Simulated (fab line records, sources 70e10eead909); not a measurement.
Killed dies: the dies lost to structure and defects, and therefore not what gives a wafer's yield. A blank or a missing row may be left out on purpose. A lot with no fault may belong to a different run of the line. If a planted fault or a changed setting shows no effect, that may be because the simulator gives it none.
fab line records | flow nand-harc
record lots=23 wafers=69 last-day=33
route steps=1302 shown P_M1@299 P_M2@332 P_BONDPAD@351
lots untouched by any fault: they come from a run of this same line in which no faults occurred
start-h: the number of hours between the record's first day and the start of the first shown wafer of the lot | wait-h: hours since the lot's step before | " as in the row above | L1.1+2: a row that stands for several wafers | - no value, or no start was given | * or withheld: withheld | < > ~ a bound
route shown NAME@n: names a module that has steps shown in the file, with the first one's number in the route | usual: average and standard deviation across the fault-free wafers | same: alike in all rows | chamber/n: place in a boat | sites: each site's reading | _std_site: the values' standard deviation | _edge_site: inner sites' mean taken away from outer sites' mean | radius-mm: how far each site lies from the wafer's centre | mask NAME#n: copy n | behind: the most recent tool/chamber to have shaped the wafer | hold: cause of the lot's hold/its duration in hours/its outcome | device: the n, p or np transistor that did not switch | end of line: the route-end tests of the same wafers | for a step that has no rows: nothing shown but its recipe | killed: at the first sort, the dies lost to defects and structure; wafer yield is something else | map: dies across one wafer; x = killed, . = not, _ = none there
set.NAME: the setting that was run; set.NAME@STEP: the one run at that earlier step | model.NAME: the simulator's own value behind a step, which no gauge read
the route's steps for a sample of lots (tables are steps, rows are wafers)
services: a tool's chamber out of use, with start hour (start-h, from the record's first day; less than 0 if before it), hours out, and reason
## steps
# step NHARC_P_M1_ETCH_35
# recipe target-depth-a=400 overetch-a=120 time-s=43.94 ion-energy-ev=200 n2-flow-sccm=150 h2-flow-sccm=150 ar-flow-sccm=0 rf-w=400 bias-w=150 chemistry=N2/H2
# usual drypump-motor-current-A=5.8/0.44 n2-flow-sccm=150.0/0.42 oes-product-au=1.004/0.013 rf-vpp-V=429.5/2 showerhead-plenum-p-Torr=2.00/0.067 throttle-valve-pct=14.171/0.0091
# columns lot.wafer tool chamber start-h wait-h drypump-motor-current-A n2-flow-sccm oes-product-au rf-hours-counter-h rf-vpp-V showerhead-plenum-p-Torr throttle-valve-pct
L075.2 rie-diel-01 1 129.72 0.1 6.6 149.5 0.993 9 431.5 2.07 14.180
L075.1 " 0 " " 6.1 150.3 1.012 9 429.8 2.00 14.181
L075.6 " 1 " " 6.6 149.1 0.993 - 429.7 2.07 14.188
L074.1 rie-diel-01 2 130.53 0.1 6.2 149.6 0.996 10 429.9 1.99 14.170
L074.2 " 3 " " 5.6 150.2 0.997 9 431.9 2.09 14.180
L074.5 " 2 " " 6.2 150.1 0.996 - 429.9 1.99 14.168
L076.1 rie-diel-12 2 146.29 0.1 5.4 150.6 1.012 3 429.1 2.02 14.176
L076.2 " 3 " " 5.5 149.8 1.006 3 429.4 1.94 14.184
L076.3 " 0 " " 5.4 150.3 1.011 3 426.3 1.90 14.170
L077.2 rie-diel-01 0 153.97 0.1 6.1 150.2 1.015 11 429.8 2.00 14.186
L077.1 " 1 " " 6.6 150.6 1.000 12 432.2 2.07 14.156
L077.6 " 3 " " 5.6 149.5 1.006 - 431.9 2.08 14.159
L078.2 rie-diel-01 3 162.06 0.1 5.6 150.1 0.999 12 432.0 2.08 14.182
L078.3 " 1 " " 6.7 149.8 0.985 12 432.3 2.07 14.156
L078.6 " 2 " " 6.2 149.8 1.014 - 430.0 1.99 14.162
L079.2 rie-diel-01 0 175.50 0.1 6.1 150.3 1.022 13 429.6 2.00 14.177
L079.4 " 1 " " 6.6 150.3 0.996 14 430.5 2.07 14.157
L079.5 " 3 " " 5.6 149.9 1.017 - 431.6 2.08 14.158
L080.1 rie-diel-12 3 180.45 0.1 5.5 150.2 1.026 5 427.4 1.94 14.173
L080.2 " 0 " " 5.4 149.4 1.000 5 427.0 1.90 14.174
L080.3 " 1 " " 5.4 150.2 0.998 6 428.7 1.97 14.157
L081.2 rie-diel-01 2 192.57 0.1 6.2 150.1 1.008 17 430.3 1.99 14.181
L081.4 " 3 " " 5.6 150.4 1.017 15 431.2 2.08 14.171
L081.3 " 0 " " 6.1 150.1 1.035 15 430.8 2.00 14.172
L083.4 rie-diel-02 1 212.42 0.1 5.9 150.0 1.009 32 432.6 2.12 14.180
L083.3 " 2 " " 6.5 150.4 1.003 50 426.7 1.88 14.173
L083.6 " 2 " " 6.5 150.3 1.010 - 425.7 1.88 14.160
L084.4 rie-diel-12 3 226.69 0.1 5.5 150.3 1.013 8 428.1 1.94 14.162
L084.5 " 2 " " 5.3 150.0 1.011 - 428.8 2.02 14.182
L084.6 " 3 " " 5.5 150.6 1.015 - 428.0 1.93 14.164
L085.2 rie-diel-01 3 234.67 0.1 5.6 149.5 0.992 3 430.7 2.08 14.179
L085.6 " 1 " " 6.7 149.9 0.990 - 431.4 2.06 14.169
L085.5 " 2 " " 6.2 150.1 0.995 - 429.9 1.99 14.167
L087.4 rie-diel-12 1 254.67 0.1 5.4 150.8 0.998 10 427.1 1.97 14.169
L087.1 " 2 " " 5.4 149.7 1.014 10 429.4 2.02 14.182
L087.6 " 1 " " 5.4 150.0 0.997 - 428.2 1.97 14.171
L086.3 rie-diel-01 2 255.69 0.1 6.2 150.3 0.992 3 429.6 1.99 14.190
L086.4 " 3 " " 5.6 150.1 0.983 4 432.3 2.08 14.167
L086.5 " 2 " " 6.2 149.8 0.996 - 428.8 1.99 14.178
L088.3 rie-diel-02 1 269.00 0.1 5.8 150.3 1.002 14 432.6 2.11 14.165
L088.6 " 2 " " 6.4 150.3 1.009 - 436.4 2.21 14.183
L088.5 " 3 " " 5.5 150.7 0.986 - 428.6 1.98 14.173
L089.2 rie-diel-01 3 269.65 0.1 5.6 149.8 0.991 6 432.7 2.08 14.158
L089.6 " 2 " " 6.2 149.8 0.992 - 430.1 1.99 14.162
L089.5 " 3 " " 5.6 149.8 0.988 - 431.6 2.08 14.187
L090.4 rie-diel-01 2 284.72 0.1 6.2 149.1 0.976 6 429.7 1.99 14.172
L090.1 " 3 " " 5.6 150.6 0.992 7 432.1 2.08 14.186
L090.2 " 0 " " 6.1 149.3 1.023 7 430.0 2.00 14.149
L091.3 rie-diel-12 3 292.57 0.1 5.5 149.7 1.021 1 426.1 1.93 14.172
L091.1 " 1 " " 5.4 150.8 0.985 1 427.4 1.97 14.176
L091.4 " 3 " " 5.5 149.9 1.012 - 428.6 1.93 14.176
L092.4 rie-diel-12 2 302.33 0.1 5.4 149.7 0.999 1 429.0 2.02 14.168
L092.1 " 1 " " 5.3 150.2 0.990 2 429.0 1.97 14.158
L092.5 " 3 " " 5.5 149.7 1.022 - 428.7 1.93 14.168
L093.1 rie-diel-12 2 312.04 0.1 5.4 149.9 0.999 1 430.8 2.02 14.175
L093.2 " 0 " " 5.4 150.0 1.013 2 428.3 1.90 14.171
L093.4 " 1 " " 5.3 150.9 0.998 2 428.1 1.97 14.179
L094.4 rie-diel-12 3 327.63 0.1 5.5 150.0 1.032 3 427.1 1.93 14.162
L094.3 " 0 " " 5.3 150.3 1.020 3 427.5 1.90 14.164
L094.6 " 1 " " 5.4 150.3 0.995 - 429.2 1.97 14.173
L095.1 rie-diel-12 2 331.42 0.1 5.4 150.2 0.985 3 430.6 2.02 14.172
L095.2 " 3 " " 5.5 149.5 1.032 3 427.2 1.93 14.161
L095.4 " 0 " " 5.3 150.3 1.011 3 426.6 1.90 14.180
L096.2 rie-diel-12 3 346.26 0.1 5.5 150.0 1.037 4 426.6 1.93 14.172
L096.3 " 1 " " 5.4 150.2 0.999 4 427.9 1.97 14.175
L096.6 " 3 " " 5.5 150.3 1.039 - 426.2 1.93 14.161
L097.3 rie-diel-01 2 353.45 0.1 6.2 149.6 0.990 11 429.7 1.99 14.167
L097.4 " 3 " " 5.6 149.6 0.989 12 432.2 2.08 14.160
L097.2 " 1 " " 6.6 149.9 0.994 13 430.5 2.06 14.171
# step NHARC_P_M2_ETCH_35
# recipe target-depth-a=400 overetch-a=120 time-s=43.94 ion-energy-ev=200 n2-flow-sccm=150 h2-flow-sccm=150 ar-flow-sccm=0 rf-w=400 bias-w=150 chemistry=N2/H2
# usual drypump-motor-current-A=5.6/0.38 n2-flow-sccm=150.1/0.47 oes-product-au=1.001/0.01 rf-vpp-V=431.6/2.1 showerhead-plenum-p-Torr=2.08/0.074 throttle-valve-pct=14.171/0.0091
# columns lot.wafer tool chamber start-h wait-h drypump-motor-current-A n2-flow-sccm oes-product-au rf-hours-counter-h rf-vpp-V showerhead-plenum-p-Torr throttle-valve-pct
L075.1 rie-diel-05 1 133.88 0.1 5.3 149.7 1.002 2.9 433.2 2.18 14.169
L075.2 " 2 " " 5.2 149.3 1.014 2.8 434.9 2.18 14.175
L075.6 " 3 " " 5.4 151.0 1.026 - 429.3 2.02 14.181
L074.1 rie-diel-04 1 134.75 0.1 6.0 149.4 1.021 8.6 429.8 2.02 14.173
L074.2 " 2 " " 5.2 150.1 1.005 4.3 432.9 2.08 14.164
L074.5 " 0 " " 5.7 149.7 0.999 - 428.6 1.95 14.160
L076.1 rie-diel-06 1 150.60 0.1 5.9 151.1 0.988 0.2 432.6 2.12 14.169
L076.2 " 0 " " 5.3 151.1 0.998 0.2 431.5 2.05 14.180
L076.3 " 1 " " 6.0 149.8 0.980 - 432.0 2.12 14.160
L077.2 rie-diel-06 0 158.19 0.1 5.3 149.5 0.989 0.6 429.7 2.05 14.168
L077.1 " 1 " " 6.0 150.4 0.980 0.6 433.3 2.12 14.176
L077.6 " 3 " " 5.5 150.1 0.997 - 432.1 2.09 14.157
L078.2 rie-diel-05 0 166.10 0.1 6.2 149.5 0.992 4.9 434.8 2.14 14.172
L078.3 " 3 " " 5.3 150.4 1.001 4.5 428.8 2.02 14.173
L078.6 " 0 " " 6.2 149.5 0.994 - 433.6 2.14 14.175
L079.4 rie-diel-05 0 179.66 0.1 6.1 149.8 1.004 5.2 432.9 2.14 14.173
L079.2 " 3 " " 5.4 150.2 1.015 4.8 431.6 2.02 14.171
L079.5 " 1 " " 5.3 149.9 1.004 - 434.4 2.18 14.167
L080.2 rie-diel-06 1 184.53 0.1 6.0 150.3 0.984 2.4 432.3 2.12 14.180
L080.1 " 3 " " 5.5 149.8 0.985 1.8 431.1 2.09 14.182
L080.3 " 0 " " 5.3 150.1 0.990 2.0 431.1 2.05 14.184
L081.4 rie-diel-05 0 196.70 0.1 6.2 150.3 1.005 5.9 432.6 2.14 14.156
L081.3 " 1 " " 5.3 150.3 1.002 6.2 432.9 2.18 14.171
L081.2 " 2 " " 5.2 149.9 1.003 6.4 436.6 2.18 14.162
L083.4 rie-diel-05 1 216.59 0.1 5.3 150.0 1.004 7.8 433.3 2.18 14.160
L083.3 " 2 " " 5.2 149.6 0.998 8.0 434.6 2.18 14.186
L083.6 " 0 " " 6.2 149.7 0.993 - 433.8 2.14 14.176
L084.4 rie-diel-04 3 230.72 0.1 6.2 150.1 0.996 2.3 430.6 2.01 14.180
L084.6 " 0 " " 5.7 151.1 1.002 - 428.3 1.94 14.188
L084.5 " 1 " " 6.0 149.5 1.010 - 430.0 2.02 14.167
L085.2 rie-diel-04 3 238.85 0.1 6.2 149.7 0.999 2.9 429.7 2.01 14.165
L085.5 " 3 " " 6.2 149.8 1.001 - 428.2 2.01 14.177
L085.6 " 0 " " 5.7 150.0 1.006 - 428.2 1.94 14.190
L087.1 rie-diel-05 3 258.85 0.1 5.3 150.1 0.994 0.8 431.2 2.02 14.181
L087.4 " 1 " " 5.3 149.7 1.000 0.5 434.5 2.18 14.173
L087.6 " 3 " " 5.3 149.7 0.997 - 429.5 2.02 14.148
L086.3 rie-diel-06 3 259.84 0.1 5.5 150.1 0.999 7.2 430.3 2.09 14.172
L086.4 " 1 " " 6.0 149.5 0.993 6.5 432.7 2.12 14.176
L086.5 " 3 " " 5.4 150.7 0.999 - 432.7 2.09 14.165
L088.3 rie-diel-05 3 273.14 0.1 5.3 150.5 0.989 2.1 429.9 2.02 14.169
L088.5 " 2 " " 5.2 149.6 0.998 - 433.4 2.18 14.169
L088.6 " 3 " " 5.3 150.2 0.991 - 430.6 2.02 14.177
L089.2 rie-diel-05 1 274.18 0.1 5.3 150.1 1.003 1.4 434.9 2.17 14.176
L089.5 " 2 " " 5.2 149.3 0.990 - 433.6 2.18 14.185
L089.6 " 3 " " 5.3 150.4 0.995 - 430.3 2.02 14.176
L090.2 rie-diel-06 2 288.84 0.1 5.8 149.6 1.017 7.8 429.1 1.99 14.182
L090.1 " 0 " " 5.2 150.7 1.003 8.2 432.0 2.05 14.156
L090.4 " 1 " " 6.0 149.9 0.988 7.4 432.4 2.12 14.175
L091.4 rie-diel-05 0 299.36 0.1 6.2 150.4 0.997 3.5 433.1 2.14 14.169
L091.3 " 1 " " 5.3 149.9 0.989 3.4 434.3 2.17 14.159
L091.1 " 2 " " 5.2 149.0 0.994 4.2 433.2 2.18 14.174
L092.4 rie-diel-05 0 306.50 0.1 6.2 149.9 1.007 3.7 433.6 2.14 14.164
L092.1 " 2 " " 5.2 149.8 0.985 4.3 434.5 2.18 14.169
L092.5 " 0 " " 6.2 150.5 1.010 - 432.5 2.14 14.169
L093.1 rie-diel-05 0 316.21 0.1 6.2 149.1 0.997 3.9 433.9 2.14 14.169
L093.4 " 1 " " 5.3 150.0 0.997 3.7 433.3 2.17 14.181
L093.2 " 2 " " 5.2 149.7 0.994 4.5 433.6 2.18 14.171
L094.3 rie-diel-04 0 331.75 0.1 5.7 149.8 1.011 8.3 427.8 1.94 14.154
L094.4 " 1 " " 5.9 150.1 1.016 9.4 429.3 2.01 14.154
L094.6 " 0 " " 5.7 149.4 1.020 - 427.2 1.94 14.186
L095.2 rie-diel-06 2 335.66 0.1 5.8 150.0 0.991 1.4 429.0 1.99 14.172
L095.1 " 3 " " 5.5 150.4 0.995 1.4 432.5 2.09 14.166
L095.4 " 2 " " 5.8 150.2 0.986 - 430.7 1.99 14.188
L096.3 rie-diel-04 0 350.41 0.1 5.7 150.3 1.007 9.1 428.1 1.94 14.188
L096.2 " 1 " " 6.0 149.4 1.012 10.3 429.9 2.01 14.167
L096.6 " 0 " " 5.7 150.2 1.013 - 428.0 1.94 14.174
L097.2 rie-diel-05 1 357.63 0.1 5.3 150.3 0.993 5.5 435.7 2.17 14.178
L097.3 " 2 " " 5.2 150.4 0.988 6.4 433.8 2.18 14.178
L097.4 " 3 " " 5.3 149.5 0.992 6.5 429.3 2.02 14.171
# step NHARC_P_M2_STRIP_18
# recipe power-w=1000 n2-flow-sccm=150 h2-flow-sccm=150 ar-flow-sccm=0 bias-w=0 chemistry=N2/H2
# usual drypump-motor-current-A=5.7/0.37 n2-flow-sccm=150.0/0.43 oes-product-au=1.001/0.011 rf-vpp-V=90.7/0.91 showerhead-plenum-p-Torr=2.06/0.072 throttle-valve-pct=14.171/0.0094
# columns lot.wafer tool chamber start-h wait-h drypump-motor-current-A n2-flow-sccm oes-product-au rf-hours-counter-h rf-vpp-V showerhead-plenum-p-Torr throttle-valve-pct
L075.1 rie-diel-05 3 134.20 0.1 5.3 150.0 1.001 2.1 89.5 2.02 14.157
L075.2 " 0 " " 6.2 150.3 1.001 2.9 91.5 2.15 14.163
L075.6 " 3 " " 5.3 149.8 1.020 - 89.8 2.02 14.171
L074.2 rie-diel-04 0 135.06 0.1 5.7 150.0 0.998 7.6 89.8 1.95 14.170
L074.1 " 1 " " 5.9 150.1 1.018 8.6 90.0 2.02 14.175
L074.5 " 3 " " 6.3 150.1 1.023 - 89.9 2.01 14.182
L076.2 rie-diel-04 0 151.00 0.1 5.7 149.8 0.999 10.2 91.1 1.94 14.163
L076.3 " 1 " " 6.0 149.6 1.015 11.2 90.2 2.02 14.166
L076.1 " 2 " " 5.2 150.3 0.997 5.7 91.3 2.07 14.174
L077.2 rie-diel-05 2 158.51 0.1 5.2 149.9 1.005 4.9 90.1 2.18 14.177
L077.1 " 3 " " 5.3 149.6 0.998 4.2 90.7 2.02 14.175
L077.6 " 2 " " 5.2 150.0 0.996 - 91.5 2.18 14.173
L078.2 rie-diel-04 2 166.43 0.1 5.2 150.0 0.988 6.1 90.4 2.08 14.156
L078.3 " 0 " " 5.7 150.7 1.007 10.5 90.3 1.95 14.183
L078.6 " 2 " " 5.2 150.2 0.999 - 90.2 2.08 14.173
L079.2 rie-diel-05 2 179.95 0.1 5.2 149.5 1.009 5.9 90.8 2.18 14.163
L079.4 " 0 " " 6.2 149.7 0.991 5.3 91.2 2.14 14.174
L079.5 " 3 " " 5.3 150.6 1.007 - 89.9 2.02 14.175
L080.1 rie-diel-05 1 184.82 0.1 5.3 149.4 1.007 5.9 90.1 2.18 14.165
L080.2 " 2 " " 5.2 149.8 1.005 6.2 91.9 2.18 14.167
L080.3 " 3 " " 5.3 150.1 1.001 5.2 90.9 2.02 14.153
L081.3 rie-diel-04 2 196.99 0.1 5.2 150.3 0.979 0.6 91.1 2.07 14.180
L081.4 " 3 " " 6.2 150.9 1.004 0.6 90.7 2.01 14.166
L081.2 " 1 " " 5.9 149.4 1.006 1.1 90.2 2.02 14.157
L083.4 rie-diel-04 0 216.94 0.1 5.7 150.2 1.008 1.9 88.7 1.94 14.170
L083.3 " 1 " " 6.0 150.6 1.010 1.6 91.1 2.02 14.173
L083.6 " 3 " " 6.2 149.7 1.001 - 90.7 2.01 14.177
L084.4 rie-diel-06 3 231.02 0.1 5.4 149.6 0.987 5.8 91.4 2.09 14.160
L084.6 " 2 " " 5.8 149.4 1.005 - 89.4 1.99 14.166
L084.5 " 3 " " 5.5 149.2 0.994 - 91.2 2.09 14.166
L085.2 rie-diel-04 0 239.17 0.1 5.7 150.3 1.006 3.5 89.5 1.94 14.161
L085.5 " 3 " " 6.2 150.2 0.996 - 89.0 2.01 14.162
L085.6 " 0 " " 5.7 150.5 1.007 - 89.9 1.94 14.173
L087.1 rie-diel-06 1 259.18 0.1 6.0 149.9 0.983 6.4 92.2 2.12 14.171
L087.4 " 3 " " 5.5 149.8 0.983 7.1 91.0 2.09 14.181
L087.6 " 1 " " 6.0 150.3 0.987 - 90.2 2.12 14.173
L086.3 rie-diel-05 2 260.12 0.1 5.2 149.6 0.981 0.8 90.3 2.18 14.166
L086.4 " 1 " " 5.3 150.4 1.003 0.6 91.9 2.17 14.172
L086.5 " 2 " " 5.2 149.6 0.976 - 92.7 2.18 14.171
L088.3 rie-diel-06 1 273.43 0.1 6.0 149.8 1.000 6.7 92.3 2.12 14.171
L088.5 " 1 " " 5.9 149.5 0.992 - 90.7 2.12 14.179
L088.6 " 2 " " 5.8 149.8 1.018 - 90.0 1.99 14.162
L089.2 rie-diel-04 2 274.46 0.1 5.2 149.6 1.007 5.4 89.6 2.07 14.164
L089.6 " 2 " " 5.2 148.9 0.991 - 90.6 2.07 14.176
L089.5 " 3 " " 6.2 150.6 0.998 - 90.5 2.01 14.166
L090.4 rie-diel-04 3 289.13 0.1 6.2 150.5 0.996 6.0 89.5 2.01 14.159
L090.2 " 0 " " 5.7 149.6 0.997 6.1 88.4 1.94 14.176
L090.1 " 2 " " 5.3 150.2 1.008 6.5 89.9 2.07 14.171
L091.3 rie-diel-04 3 299.65 0.1 6.2 149.7 0.989 6.4 90.8 2.01 14.161
L091.1 " 0 " " 5.7 151.1 0.995 6.7 90.4 1.94 14.164
L091.4 " 2 " " 5.2 150.1 0.997 6.9 91.2 2.07 14.170
L092.1 rie-diel-04 2 306.79 0.1 5.2 150.4 0.992 6.9 89.8 2.07 14.175
L092.4 " 1 " " 6.0 149.4 0.993 7.2 89.4 2.02 14.167
L092.5 " 2 " " 5.2 149.8 1.008 - 90.0 2.07 14.155
L093.2 rie-diel-06 2 316.50 0.1 5.8 150.2 0.984 0.0 88.8 1.99 14.157
L093.1 " 3 " " 5.4 149.5 1.009 0.0 91.2 2.09 14.177
L093.4 " 1 " " 5.9 150.0 1.007 - 90.0 2.12 14.157
L094.3 rie-diel-06 1 332.08 0.1 6.0 149.9 1.004 0.9 90.5 2.12 14.199
L094.6 " 1 " " 6.0 150.0 1.005 - 90.5 2.12 14.169
L094.4 " 2 " " 5.7 150.0 0.997 - 89.0 1.99 14.182
L095.1 rie-diel-06 2 335.98 0.1 5.8 149.7 0.980 1.5 89.8 1.99 14.181
L095.2 " 3 " " 5.4 150.1 1.006 1.5 90.7 2.09 14.170
L095.4 " 1 " " 5.9 150.6 1.006 - 91.6 2.12 14.162
L096.2 rie-diel-05 0 350.75 0.1 6.2 150.1 1.012 5.5 91.8 2.14 14.181
L096.3 " 1 " " 5.3 149.4 0.989 5.4 92.0 2.17 14.168
L096.6 " 0 " " 6.2 149.9 1.010 - 92.2 2.14 14.186
L097.3 rie-diel-06 2 357.91 0.1 5.8 149.7 0.996 4.8 90.3 1.99 14.149
L097.4 " 0 " " 5.2 150.0 0.994 3.2 90.5 2.05 14.183
L097.2 " 1 " " 6.0 150.3 1.012 3.6 93.0 2.12 14.179
# step NHARC_P_M2_THK_MEAS_24
# recipe thk-meas-gauge=xrf
# usual thk-nm=144.4/1.5
# columns lot.wafer tool chamber start-h wait-h thk-nm
L075.1 film-metro-02 - 136.21 - 144.3
L075.2 " - " " 144.7
L075.6 " - " " 146.5
L074.1 film-metro-02 - 137.08 - 143.6
L074.2 " - " " 143.8
L074.5 " - " " 145.3
L076.1 film-metro-01 - 153.09 - 144.4
L076.2 " - " " 141.6
L076.3 " - " " 147.2
L077.1 film-metro-01 - 160.55 - 144.8
L077.2 " - " " 145.7
L077.6 " - " " 147.0
L078.2 film-metro-01 - 168.44 - 144.8
L078.3 " - " " 141.5
L078.6 " - " " 142.7
L079.2 film-metro-02 - 182.05 - 143.5
L079.4 " - " " 146.0
L079.5 " - " " 143.1
L080.1 film-metro-01 - 186.87 - 146.2
L080.2 " - " " 143.5
L080.3 " - " " 144.5
L081.2 film-metro-01 - 199.03 - 145.0
L081.3 " - " " 143.8
L081.4 " - " " 143.7
L083.3 film-metro-02 - 218.92 - 141.9
L083.4 " - " " 143.9
L083.6 " - " " 142.0
L084.4 film-metro-01 - 233.03 - 145.1
L084.5 " - " " 144.6
L084.6 " - " " 144.2
L085.2 film-metro-02 - 241.19 - 141.2
L085.5 " - " " 144.4
L085.6 " - " " 143.3
L087.1 film-metro-01 - 261.19 - 143.2
L087.4 " - " " 142.9
L087.6 " - " " 144.8
L086.3 film-metro-01 - 262.16 - 145.0
L086.4 " - " " 142.4
L086.5 " - " " 144.9
L088.3 film-metro-02 - 275.47 - 143.9
L088.5 " - " " 143.9
L088.6 " - " " 142.3
L089.2 film-metro-02 - 276.53 - 144.1
L089.5 " - " " 145.9
L089.6 " - " " 143.4
L090.1 film-metro-01 - 291.26 - 145.0
L090.2 " - " " 145.4
L090.4 " - " " 144.3
L091.1 film-metro-02 - 301.69 - 144.0
L091.3 " - " " 146.0
L091.4 " - " " 146.8
L092.1 film-metro-02 - 308.82 - 145.5
L092.4 " - " " 144.8
L092.5 " - " " 141.9
L093.1 film-metro-01 - 318.60 - 143.4
L093.2 " - " " 142.7
L093.4 " - " " 143.5
L094.3 film-metro-02 - 334.14 - 143.8
L094.4 " - " " 147.1
L094.6 " - " " 146.3
L095.1 film-metro-01 - 338.08 - 147.5
L095.2 " - " " 145.2
L095.4 " - " " 145.3
L096.2 film-metro-02 - 352.75 - 145.2
L096.3 " - " " 145.8
L096.6 " - " " 141.4
L097.2 film-metro-01 - 359.95 - 143.1
L097.3 " - " " 144.3
L097.4 " - " " 144.4
# step NHARC_P_BONDPAD_DEP_00
# recipe target-thk-a=2500 temp-c=370 target-thk-nm=250 pressure-torr=3 flow-sccm=200 rf-w=450 material=SiCN
# usual heater-power-outer-w=327/50 heater-power-w=592/69
# columns lot.wafer tool chamber start-h wait-h heater-power-outer-w heater-power-w
L075.1 pecvd-04 2 136.97 - 258 530
L075.2 " 0 " " 411 711
L075.6 " 2 " " 261 522
L074.2 pecvd-04 2 137.79 - 296 569
L074.1 " 1 " " 307 575
L074.5 " 1 " " 311 580
L076.1 pecvd-03 2 153.82 - 278 517
L076.2 " 0 " " 235 450
L076.3 " 1 " " 371 659
L077.1 pecvd-02 1 161.27 - 327 592
L077.2 " 2 " " 224 454
L077.6 " 1 " " 339 595
L078.2 pecvd-02 0 169.16 - 366 662
L078.3 " 1 " " 330 601
L078.6 " 2 " " 249 493
L079.2 pecvd-03 0 182.86 - 321 553
L079.5 " 1 " " 390 673
L079.4 " 2 " " 330 571
L080.2 pecvd-04 2 - - 254 510
L080.3 " 0 " " 365 667
L080.1 " 1 " " 324 604
L081.2 pecvd-03 2 - - 337 611
L081.3 " 0 " " 308 560
L081.4 " 1 " " 332 597
L083.3 pecvd-03 1 - - 388 656
L083.6 " 2 " " 287 546
L083.4 " 0 " " 335 597
L084.5 pecvd-03 2 - - 293 526
L084.6 " 0 " " 300 548
L084.4 " 1 " " 383 660
L085.2 pecvd-02 1 241.99 - 312 567
L085.5 " 2 " " 249 492
L085.6 " 0 " " 351 670
L087.1 pecvd-03 1 - - 324 588
L087.4 " 2 " " 366 633
L087.6 " 0 " " 312 560
L086.3 pecvd-03 2 - - 381 668
L086.4 " 0 " " 340 612
L086.5 " 2 " " 392 664
L088.3 pecvd-03 0 - - 341 606
L088.6 " 1 " " 292 533
L088.5 " 2 " " 354 636
L089.2 pecvd-02 1 277.33 - 325 577
L089.5 " 0 " " 359 682
L089.6 " 1 " " 242 485
L090.1 pecvd-02 2 291.98 - 209 440
L090.2 " 1 " " 335 602
L090.4 " 1 " " 247 464
L091.1 pecvd-04 0 - - 376 669
L091.3 " 2 " " 276 528
L091.4 " 0 " " 388 703
L092.1 pecvd-03 1 309.63 - 366 627
L092.5 " 2 " " 380 669
L092.4 " 1 " " 379 658
L093.1 pecvd-03 2 319.31 - 376 655
L093.2 " 1 " " 383 662
L093.4 " 2 " " 378 661
L094.3 pecvd-02 2 334.90 - 194 416
L094.4 " 2 " " 209 423
L094.6 " 0 " " 329 621
L095.2 pecvd-03 0 338.81 - 311 553
L095.1 " 1 " " 369 638
L095.4 " 0 " " 321 562
L096.2 pecvd-03 1 - - 340 591
L096.3 " 2 " " 295 553
L096.6 " 1 " " 344 615
L097.2 pecvd-03 1 - - 350 619
L097.3 " 2 " " 368 638
L097.4 " 2 " " 371 655
# step NHARC_P_BONDPAD_THK_MEAS_33
# recipe thk-meas-gauge=ellipsometry
# usual thk-nm=200.5/1.5
# columns lot.wafer tool chamber start-h wait-h thk-nm
L075.1 film-metro-01 - 137.58 0.1 199.7
L075.2 " - " " 199.3
L075.6 " - " " 198.6
L074.1 film-metro-02 - 138.45 0.2 200.4
L074.2 " - " " 201.7
L074.5 " - " " 201.7
L076.1 film-metro-02 - 154.48 0.2 199.7
L076.2 " - " " 199.6
L076.3 " - " " 200.0
L077.1 film-metro-01 - 161.93 0.2 200.4
L077.2 " - " " 199.4
L077.6 " - " " 200.7
L078.2 film-metro-01 - 169.81 0.2 199.9
L078.3 " - " " 198.5
L078.6 " - " " 199.6
L079.2 film-metro-02 - 183.43 0.2 198.2
L079.4 " - " " 199.5
L079.5 " - " " 200.7
L080.1 film-metro-02 - 188.22 0.2 199.8
L080.2 " - " " 200.6
L080.3 " - " " 201.2
L081.2 film-metro-01 - 200.40 0.2 199.3
L081.3 " - " " 199.9
L081.4 " - " " 203.5
L083.3 film-metro-01 - 220.35 0.2 200.3
L083.4 " - " " 201.2
L083.6 " - " " 200.6
L084.4 film-metro-01 - 234.38 0.2 197.8
L084.5 " - " " 198.4
L084.6 " - " " 200.1
L085.2 film-metro-02 - 242.56 0.2 202.0
L085.5 " - " " 197.8
L085.6 " - " " 201.4
L087.1 film-metro-02 - 262.55 0.2 200.3
L087.4 " - " " 201.6
L087.6 " - " " 198.8
L086.3 film-metro-01 - 263.53 0.2 202.4
L086.4 " - " " 201.3
L086.5 " - " " 201.8
L088.3 film-metro-01 - 276.82 0.2 202.5
L088.5 " - " " 203.0
L088.6 " - " " 202.2
L089.2 film-metro-02 - 277.90 0.2 198.7
L089.5 " - " " 202.5
L089.6 " - " " 197.8
L090.1 film-metro-02 - 292.78 0.2 200.7
L090.2 " - " " 201.3
L090.4 " - " " 199.5
L091.1 film-metro-01 - 303.04 0.2 201.8
L091.3 " - " " 199.9
L091.4 " - " " 199.6
L092.1 film-metro-01 - 310.20 0.2 202.3
L092.4 " - " " 204.1
L092.5 " - " " 201.6
L093.1 film-metro-02 - 319.97 0.2 200.9
L093.2 " - " " 200.0
L093.4 " - " " 200.1
L094.3 film-metro-02 - 335.52 0.2 201.0
L094.4 " - " " 201.6
L094.6 " - " " 199.1
L095.1 film-metro-02 - 339.46 0.2 199.3
L095.2 " - " " 203.8
L095.4 " - " " 202.4
L096.2 film-metro-01 - 354.10 0.2 201.0
L096.3 " - " " 197.9
L096.6 " - " " 201.2
L097.2 film-metro-01 - 361.30 0.2 199.3
L097.3 " - " " 198.7
L097.4 " - " " 197.5
## services
# columns tool chamber start-h hours kind
rie-diel-12 2 114.80 3.6 repair
pecvd-04 - 122.86 0.8 repair
pecvd-03 - 123.93 1.8 repair
rie-diel-06 - 130.20 9.0 pm
rie-diel-06 3 147.40 10.5 repair
rie-diel-06 2 149.92 2.8 repair
rie-diel-04 0 170.45 6.7 repair
rie-diel-04 - 177.93 9.0 pm
pecvd-03 - 185.30 13.0 pm
rie-diel-01 - 201.32 1.2 repair
rie-diel-01 - 203.80 9.0 pm
pecvd-02 - 227.19 13.0 pm
rie-diel-05 - 229.60 9.0 pm
pecvd-03 - 258.01 0.9 repair
rie-diel-12 - 268.40 9.0 pm
rie-diel-01 2 285.33 4.1 repair
rie-diel-12 2 288.87 6.6 repair
pecvd-02 0 290.06 12.8 repair
rie-diel-06 - 307.20 9.0 pm
pecvd-03 0 320.85 1.7 repair
rie-diel-06 0 331.95 4.6 repair
rie-diel-04 3 346.67 5.6 repair
rie-diel-04 3 354.84 5.3 repair
rie-diel-04 - 354.93 9.0 pm
## key
fault none
